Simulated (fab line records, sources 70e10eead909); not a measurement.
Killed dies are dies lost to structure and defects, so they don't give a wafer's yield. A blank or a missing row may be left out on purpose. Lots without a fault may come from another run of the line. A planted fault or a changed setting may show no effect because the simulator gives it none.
fab line records | flow nand_harc | part 1 of 2: steps 1 to 42 of 43
record lots=6 wafers=18 last_day=35
route steps=1302 shown THIN_TSV@1255 END@1301
lots that met no fault: from a run of the same line without faults
start_h: hours from the record's first day to the start of the lot's first wafer shown | wait_h: hours since the lot's step before | " the same as in the row above | L1.1+2: a row that stands for several wafers | - no value, or no start given | * or withheld: withheld | < > ~ a bound
route shown NAME@n: a module of which the file shows steps, and the number in the route of the first | usual: mean/standard deviation of fault-free wafers | same: alike in all rows | chamber/n: place in a boat | sites: the reading at each site | _std_site: their standard deviation | _edge_site: outer sites' mean less inner sites' | radius_mm: how far each site lies from the wafer's centre | mask NAME#n: copy n | behind: the tool/chamber that last shaped the wafer | hold: why the lot was held/for how many hours/how that ended | device: the transistor (n, p or np) that didn't switch | end of line: the same wafers' tests at the end of the route | a step without rows: its recipe alone | killed: dies lost to structure and defects at the first sort, not the wafer's yield | map: a wafer's dies, x killed, . not, _ none there
set.NAME: the setting as run; set.NAME@STEP: as run at that earlier step | model.NAME: the simulator's own value behind a step, which no gauge read
lots at some steps of the route; a table a step, a row a wafer
services: from which hour (start_h, from the record's first day; less than 0 if before it) a tool's chamber was out of use, for how many hours, and why
## steps
# step NHARC_THIN_TSV_EBR_08
# step NHARC_THIN_TSV_EXPOSE_09
# recipe na=0.55 dose_mj=30.7 mask_id=TSV
# step NHARC_THIN_TSV_PEB_10
# recipe peb_temp_c=118 peb_time_s=85
# step NHARC_THIN_TSV_DEVELOP_11
# recipe time_s=70
# step NHARC_THIN_TSV_CD_MEAS_12
# recipe target_cd_nm=1000 landing_energy_ev=500
# usual cd_nm=999.5/1.3
# columns lot.wafer tool chamber start_h wait_h cd_nm
L527.3 cd_sem-01 0 568.77 - 1001.8
L527.5 " 0 " " 998.8
L527.6 " 0 " " 1000.0
L524.2 cd_sem-01 0 580.13 - 998.6
L524.5 " 0 " " 999.3
L524.6 " 0 " " 998.5
L541.1 cd_sem-02 0 736.15 - 1001.9
L541.2 " 0 " " 1001.1
L541.4 " 0 " " 1002.3
L544.4 cd_sem-01 0 764.32 - 999.9
L544.5 " 0 " " 999.7
L544.6 " 0 " " 998.6
L543.3 cd_sem-03 0 787.19 - 1000.4
L543.4 " 0 " " 1000.3
L543.6 " 0 " " 999.7
L545.1 cd_sem-01 0 800.44 - 998.1
L545.4 " 0 " " 999.3
L545.6 " 0 " " 1000.0
# step NHARC_THIN_TSV_HARDBAKE_13
# recipe temp_c=125 time_s=80
# step NHARC_THIN_TSV_DESCUM_14
# recipe time_s=3 o2_flow_sccm=200 ar_flow_sccm=0 bias_power_w=0 chemistry=O2
# step NHARC_THIN_TSV_ETCH_44
# recipe target_depth_a=15942 time_s=797.1 cf4_flow_sccm=150 o2_flow_sccm=10 ar_flow_sccm=0 rf_w=300 bias_w=800 chemistry=CF4/O2
# step NHARC_THIN_TSV_ETCH_15
# recipe target_depth_a=30000 bosch_target_overetch_cycles=2 bosch_etch_step_s=2.8 bosch_dep_step_s=1.2 bosch_cycles=14
# step NHARC_THIN_TSV_CD_MEAS_16
# usual cd_nm=999.4/1.4
# columns lot.wafer tool chamber start_h wait_h cd_nm
L527.3 cd_sem-02 - 569.73 0.1 1001.9
L527.5 " - " " 999.1
L527.6 " - " " 1000.9
L524.2 cd_sem-03 - 581.08 0.1 998.9
L524.5 " - " " 999.4
L524.6 " - " " 998.0
L541.1 cd_sem-02 - 737.25 0.1 1000.6
L541.2 " - " " 1001.5
L541.4 " - " " 1002.0
L544.4 cd_sem-02 - 765.28 0.1 999.8
L544.5 " - " " 998.9
L544.6 " - " " 998.2
L543.3 cd_sem-02 - 788.15 0.1 1000.1
L543.4 " - " " 999.9
L543.6 " - " " 1000.1
L545.1 cd_sem-01 - 801.40 0.1 998.5
L545.4 " - " " 998.3
L545.6 " - " " 999.8
# step NHARC_THIN_TSV_STRIP_45
# recipe power_w=1500 temp_c=250 chemistry=O2
# step NHARC_THIN_TSV_STRIP_46
# recipe time_s=1200 temp_c=72.5 chemistry=post_etch_residue_remover
# step NHARC_THIN_TSV_DEP_47
# recipe target_thk_a=2000 temp_c=withheld pressure_torr=6.5 rf_w=900 teos_flow_sccm=161.4 flow_sccm=2650 target_thk_nm=200 gas=O2 material=SiO2
# usual throttle_valve_pct=16.0/0.59
# columns lot.wafer tool chamber start_h wait_h throttle_valve_pct
L527.3 pecvd-02 2 570.61 - 16.5
L527.6 " 2 " " 16.5
L527.5 " 0 " " 16.3
L524.2 pecvd-03 0 582.04 - 15.2
L524.5 " 1 " " 15.8
L524.6 " 2 " " 16.4
L541.1 pecvd-04 0 738.17 - 15.1
L541.2 " 1 " " 16.1
L541.4 " 1 " " 16.0
L544.4 pecvd-02 1 766.29 - 15.9
L544.5 " 2 " " 17.1
L544.6 " 0 " " 16.6
L543.3 pecvd-02 1 789.10 - 15.7
L543.4 " 2 " " 16.2
L543.6 " 1 " " 15.5
L545.1 pecvd-04 0 802.33 - 15.0
L545.6 " 2 " " 16.6
L545.4 " 1 " " 16.1
# step NHARC_THIN_TSV_ETCHBACK_48
# recipe target_depth_a=10285 over_etch_frac=0.3 time_s=405.17 ion_energy_ev=250 c4f8_flow_sccm=withheld ar_flow_sccm=withheld rf_w=600 bias_w=300 chemistry=C4F8/Ar
# step NHARC_THIN_TSV_STRIP_62
# recipe power_w=1500 temp_c=250 time_s=20 chemistry=N2/H2
# step NHARC_THIN_TSV_DEGAS_49
# recipe temp_c=300 time_s=120
# usual heater_power_w=458/45
# columns lot.wafer tool chamber start_h wait_h heater_power_w
L527.3 pvd_sputter-02 - 571.56 0.1 488
L527.5 " - " " 468
L527.6 " - " " 380
L524.2 pvd_sputter-02 - 582.88 0.1 522
L524.5 " - " " 527
L524.6 " - " " 489
L541.1 pvd_sputter-02 - 739.14 0.1 494
L541.4 " - " " 382
L541.2 " - " " 437
L544.4 pvd_sputter-02 - 767.09 0.1 373
L544.6 " - " " 530
L544.5 " - " " 489
L543.4 pvd_sputter-02 - 790.28 0.1 370
L543.3 " - " " 524
L543.6 " - " " 439
L545.1 pvd_sputter-03 - 803.22 0.2 483
L545.4 " - " " 423
L545.6 " - " " 476
# step NHARC_THIN_TSV_PRE_CLEAN_50
# recipe time_s=30 temp_c=280 gas=H2/He
# step NHARC_THIN_TSV_PVD_19
# recipe target_thk_a=200 chamber_pressure_pa=5 material=TaN
# step NHARC_THIN_TSV_PVD_51
# recipe target_thk_a=1000 chamber_pressure_pa=5 material=Cu
# step NHARC_THIN_TSV_ECD_20
# recipe target_thk_a=20000 material=Cu
# step NHARC_THIN_TSV_ANNEAL_52
# recipe temp_c=225 time_s=90
# step NHARC_THIN_TSV_CMP_21
# recipe t_overpolish_s=30 target_thk_nm=2000
# usual motor_current_A=12.0/1.1 overpolish_run_s=29.999/0.0089 retaining_ring_pressure_frac=1.000/0.0057
# columns lot.wafer tool chamber start_h wait_h motor_current_A overpolish_run_s retaining_ring_pressure_frac
L527.3 cmp-03 1 573.09 - 10.6 30.016 0.999
L527.5 " 0 " " 10.3 30.001 0.997
L527.6 " 1 " " 10.6 30.002 1.000
L524.2 cmp-01 2 584.50 - 13.1 30.002 0.997
L524.6 " 0 " " 13.5 30.016 0.994
L524.5 " 1 " " 13.6 29.994 0.997
L541.4 cmp-03 1 740.66 - 10.4 30.001 1.008
L541.1 " 2 " " 11.1 30.003 1.000
L541.2 " 3 " " 11.4 29.994 0.997
L544.4 cmp-01 1 768.63 - 13.1 30.001 0.999
L544.5 " 0 " " 13.6 30.002 1.002
L544.6 " 1 " " 14.2 30.007 0.997
L543.3 cmp-02 1 791.82 - 11.4 29.998 0.999
L543.4 " 2 " " 11.4 30.005 0.993
L543.6 " 1 " " 12.0 30.006 1.000
L545.4 cmp-02 1 804.76 - 10.5 30.002 1.001
L545.1 " 3 " " 11.1 29.986 1.004
L545.6 " 1 " " 11.5 30.007 0.992
# step NHARC_THIN_TSV_SRD_23
# step NHARC_THIN_TSV_DEGAS_53
# recipe temp_c=300 time_s=60
# usual heater_power_w=449/43
# columns lot.wafer tool chamber start_h wait_h heater_power_w
L527.3 pvd_sputter-01 - 573.53 0.1 454
L527.6 " - " " 486
L527.5 " - " " 461
L524.2 pvd_sputter-02 - 584.93 0.1 384
L524.5 " - " " 469
L524.6 " - " " 535
L541.2 pvd_sputter-03 - 741.12 0.1 429
L541.4 " - " " 416
L541.1 " - " " 425
L544.4 pvd_sputter-02 - 769.06 0.1 434
L544.5 " - " " 370
L544.6 " - " " 457
L543.4 pvd_sputter-02 - 792.28 0.1 535
L543.3 " - " " 484
L543.6 " - " " 527
L545.4 pvd_sputter-01 - 805.20 0.1 451
L545.1 " - " " 473
L545.6 " - " " 424
# step NHARC_THIN_TSV_PRE_CLEAN_54
# recipe time_s=30 temp_c=280 gas=H2/He
# usual heater_power_w=392/36
# columns lot.wafer tool chamber start_h wait_h heater_power_w
L527.3 pvd_sputter-01 - 573.60 0.1 390
L527.5 " - " " 383
L527.6 " - " " 392
L524.2 pvd_sputter-02 - 584.98 0.0 418
L524.5 " - " " 468
L524.6 " - " " 425
L541.1 pvd_sputter-03 - 741.20 0.0 374
L541.2 " - " " 386
L541.4 " - " " 359
L544.4 pvd_sputter-02 - 769.13 0.1 387
L544.6 " - " " 393
L544.5 " - " " 468
L543.4 pvd_sputter-02 - 792.35 0.1 431
L543.3 " - " " 331
L543.6 " - " " 328
L545.1 pvd_sputter-01 - 805.26 0.0 403
L545.4 " - " " 389
L545.6 " - " " 398
# step NHARC_THIN_TSV_PVD_55
# recipe target_thk_a=500 material=TiN
# step NHARC_THIN_TSV_PVD_24
# recipe target_thk_a=8000 power_w=withheld chamber_pressure_pa=withheld substrate_temp_c=withheld time_s=withheld gas=Ar material=Al
# step NHARC_THIN_TSV_DEHYDRATE_25
# recipe temp_c=150 time_s=120
# step NHARC_THIN_TSV_HMDS_26
# recipe time_s=30
# step NHARC_THIN_TSV_COAT_27
# recipe spin_rpm=*
# step NHARC_THIN_TSV_SOFTBAKE_28
# recipe temp_c=122 time_s=95
# step NHARC_THIN_TSV_EBR_29
# step NHARC_THIN_TSV_EXPOSE_30
# recipe na=0.55 dose_mj=11.47 mask_id=PAD
# step NHARC_THIN_TSV_PEB_31
# recipe peb_temp_c=118 peb_time_s=85
# step NHARC_THIN_TSV_DEVELOP_32
# recipe time_s=70
# step NHARC_THIN_TSV_CD_MEAS_33
# recipe target_cd_nm=5000 landing_energy_ev=500
# usual cd_nm=5000.6/1.3
# columns lot.wafer tool chamber start_h wait_h cd_nm
L527.3 cd_sem-02 0 574.70 - 5002.4
L527.5 " 0 " " 5002.9
L527.6 " 0 " " 5001.5
L524.2 cd_sem-01 0 585.91 - 4999.4
L524.5 " 0 " " 4999.2
L524.6 " 0 " " 5000.2
L541.1 cd_sem-01 0 742.26 - 5000.4
L541.2 " 0 " " 4998.7
L541.4 " 0 " " 5000.7
L544.4 cd_sem-01 0 770.08 - 5002.4
L544.5 " 0 " " 5000.9
L544.6 " 0 " " 5000.7
L543.3 cd_sem-03 0 793.42 - 4999.6
L543.4 " 0 " " 4999.4
L543.6 " 0 " " 4999.6
L545.1 cd_sem-01 0 806.20 - 5000.9
L545.4 " 0 " " 5001.9
L545.6 " 0 " " 5000.1
# step NHARC_THIN_TSV_HARDBAKE_34
# recipe temp_c=125 time_s=80
# step NHARC_THIN_TSV_DESCUM_35
# recipe time_s=3 o2_flow_sccm=200 ar_flow_sccm=0 bias_power_w=0 chemistry=O2
# step NHARC_THIN_TSV_ETCH_59
# recipe target_depth_a=8800 icp_w=900 bias_w=100 Cl2_flow_sccm=60 bcl3_flow_sccm=30 time_s=138.1 chemistry=Cl2/BCl3
# usual drypump_motor_current_A=5.9/0.53 oes_product_au=1.000/0.0066 throttle_valve_pct=22.265/0.0098
# columns lot.wafer tool chamber start_h wait_h drypump_motor_current_A oes_product_au rf_hours_counter_h throttle_valve_pct
L527.3 rie_metal-02 0 575.09 0.2 6.0 1.006 - 22.264
L527.6 " 1 " " 6.1 0.995 - 22.250
L527.5 " 0 " " 6.0 1.000 - 22.261
L524.2 rie_metal-02 0 586.20 0.1 6.1 0.996 2.4 22.275
L524.5 " 0 " " 6.0 1.000 - 22.272
L524.6 " 1 " " 6.1 1.000 - 22.255
L541.1 rie_metal-01 0 742.57 0.1 4.9 0.995 3.0 22.264
L541.2 " 1 " " 5.4 0.987 3.0 22.262
L541.4 " 1 " " 5.4 0.992 - 22.243
L544.4 rie_metal-02 0 770.46 0.2 6.0 1.005 - 22.264
L544.5 " 1 " " 6.1 1.004 - 22.252
L544.6 " 0 " " 6.1 1.003 - 22.272
L543.3 rie_metal-02 0 793.78 0.2 6.0 0.998 - 22.262
L543.4 " 1 " " 6.1 1.015 - 22.254
L543.6 " 1 " " 6.1 1.004 - 22.268
L545.1 rie_metal-03 1 806.49 0.1 6.0 1.005 1.5 22.274
L545.4 " 1 " " 6.0 1.007 - 22.271
L545.6 " 1 " " 6.0 0.997 - 22.271
# step NHARC_THIN_TSV_ETCH_36
# recipe target_depth_a=650 over_etch_frac=0.3 time_s=18.571 ion_energy_ev=150 chemistry=Cl2/BCl3
# step NHARC_THIN_TSV_STRIP_56
# recipe power_w=1500 temp_c=250 chemistry=O2
# step NHARC_END_WLT_00
# usual VT_DECK1_BOTTOM=0.869/0.0055 VT_DECK1_BOTTOM_INNER=0.869/0.0058 VT_DECK1_MEDIAN_NEAR_BOTTOM=0.871/0.0057 VT_DECK1_MEDIAN_NEAR_BOTTOM_INNER=0.870/0.0055 VT_DECK1_MIDDLE=0.883/0.0051 VT_DECK1_MIDDLE_INNER=0.882/0.006 VT_DECK1_TOP=0.893/0.0061 VT_DECK1_TOP_INNER=0.894/0.0063 VT_DECK2_BOTTOM=0.871/0.0071 VT_DECK2_BOTTOM_INNER=0.871/0.0066 VT_DECK2_MEDIAN_NEAR_BOTTOM=0.872/0.0074 VT_DECK2_MEDIAN_NEAR_BOTTOM_INNER=0.872/0.0066 VT_DECK2_MIDDLE=0.885/0.0071 VT_DECK2_MIDDLE_INNER=0.885/0.0069 VT_DECK2_TOP=0.897/0.0073 VT_DECK2_TOP_INNER=0.897/0.0078
# columns lot.wafer tool chamber start_h wait_h hold VT_DECK1_BOTTOM VT_DECK1_BOTTOM_INNER VT_DECK1_MEDIAN_NEAR_BOTTOM VT_DECK1_MEDIAN_NEAR_BOTTOM_INNER VT_DECK1_MIDDLE VT_DECK1_MIDDLE_INNER VT_DECK1_TOP VT_DECK1_TOP_INNER VT_DECK2_BOTTOM VT_DECK2_BOTTOM_INNER VT_DECK2_MEDIAN_NEAR_BOTTOM VT_DECK2_MEDIAN_NEAR_BOTTOM_INNER VT_DECK2_MIDDLE VT_DECK2_MIDDLE_INNER VT_DECK2_TOP VT_DECK2_TOP_INNER
L527.3 prober-01 - 582.98 2.2 - 0.872 0.869 0.867 0.877 0.883 0.885 0.900 0.901 0.867 0.868 0.867 0.870 0.883 0.888 0.898 0.898
L527.5 " - " " - 0.875 0.877 0.876 0.878 0.887 0.894 0.897 0.900 0.866 0.874 0.867 0.869 0.888 0.885 0.898 0.901
L527.6 " - " " - 0.878 0.878 0.873 0.873 0.888 0.891 0.886 0.897 0.872 0.869 0.867 0.867 0.887 0.883 0.905 0.893
L524.2 prober-01 - 591.28 0.5 - 0.862 0.867 0.871 0.866 0.882 0.882 0.885 0.887 0.863 0.859 0.864 0.863 0.879 0.872 0.881 0.883
L524.5 " - 592.76 2.0 - 0.859 0.861 0.861 0.866 0.871 0.873 0.878 0.887 0.854 0.869 0.864 0.868 0.874 0.874 0.881 0.889
L524.6 " - " " - 0.864 0.859 0.865 0.863 0.871 0.881 0.887 0.889 0.868 0.866 0.857 0.855 0.873 0.865 0.891 0.885
L541.1 prober-01 - 756.36 8.0 - 0.874 0.864 0.870 0.870 0.879 0.875 0.892 0.885 0.872 0.875 0.883 0.876 0.889 0.883 0.903 0.895
L541.2 " - " " - 0.868 0.859 0.859 0.863 0.882 0.882 0.886 0.887 0.872 0.871 0.883 0.879 0.896 0.890 0.903 0.902
L541.4 " - 757.86 9.5 - 0.859 0.861 0.860 0.864 0.876 0.887 0.882 0.884 0.870 0.871 0.882 0.880 0.882 0.888 0.905 0.894
L544.4 prober-01 - 783.05 5.9 await_dispo/0.2h/release 0.870 0.867 0.876 0.870 0.881 0.887 0.893 0.901 0.876 0.879 0.875 0.875 0.885 0.889 0.897 0.896
L544.5 " - " " await_dispo/0.2h/release 0.871 0.867 0.873 0.867 0.885 0.887 0.895 0.901 0.871 0.867 0.875 0.878 0.894 0.886 0.893 0.910
L544.6 " - " " await_dispo/0.2h/release 0.869 0.864 0.868 0.865 0.884 0.889 0.898 0.900 0.873 0.872 0.876 0.876 0.879 0.887 0.899 0.909
L544.4 prober-01 - 786.24 2.7 - 0.867 0.873 0.873 0.869 0.893 0.887 0.902 0.900 0.876 0.871 0.886 0.873 0.883 0.889 0.896 0.898
L544.5 " - " " - 0.877 0.869 0.871 0.872 0.890 0.884 0.901 0.896 0.876 0.880 0.878 0.882 0.896 0.891 0.900 0.894
L544.6 " - " " - 0.875 0.871 0.876 0.874 0.880 0.880 0.898 0.895 0.867 0.879 0.878 0.875 0.890 0.888 0.901 0.903
L543.3 prober-02 - 808.19 6.0 await_dispo/0.2h/release 0.867 0.864 0.874 0.869 0.879 0.876 0.896 0.885 0.864 0.874 0.862 0.869 0.888 0.883 0.893 0.886
L543.4 " - " " await_dispo/0.2h/release 0.868 0.859 0.865 0.864 0.870 0.872 0.879 0.887 0.860 0.858 0.868 0.865 0.884 0.878 0.892 0.894
L543.6 " - 809.70 7.5 await_dispo/0.2h/release 0.867 0.862 0.870 0.865 0.876 0.876 0.884 0.888 0.872 0.859 0.876 0.867 0.886 0.879 0.890 0.902
L543.3 prober-02 - 811.38 2.7 - 0.859 0.866 0.865 0.861 0.882 0.869 0.891 0.884 0.867 0.874 0.870 0.867 0.880 0.887 0.889 0.898
L543.4 " - " " - 0.861 0.862 0.859 0.864 0.874 0.878 0.880 0.883 0.858 0.862 0.864 0.867 0.875 0.893 0.889 0.903
L543.6 " - 812.89 2.7 - 0.862 0.855 0.871 0.864 0.876 0.879 0.880 0.881 0.872 0.863 0.870 0.862 0.885 0.884 0.894 0.904
L545.1 prober-01 - 822.16 7.8 - 0.863 0.870 0.863 0.867 0.879 0.876 0.883 0.891 0.864 0.857 0.860 0.864 0.878 0.877 0.888 0.883
L545.4 " - 823.66 9.3 - 0.864 0.855 0.866 0.861 0.886 0.880 0.894 0.895 0.876 0.873 0.874 0.874 0.881 0.888 0.895 0.895
L545.6 " - " " - 0.870 0.868 0.878 0.872 0.881 0.882 0.891 0.881 0.860 0.862 0.876 0.870 0.883 0.879 0.895 0.887
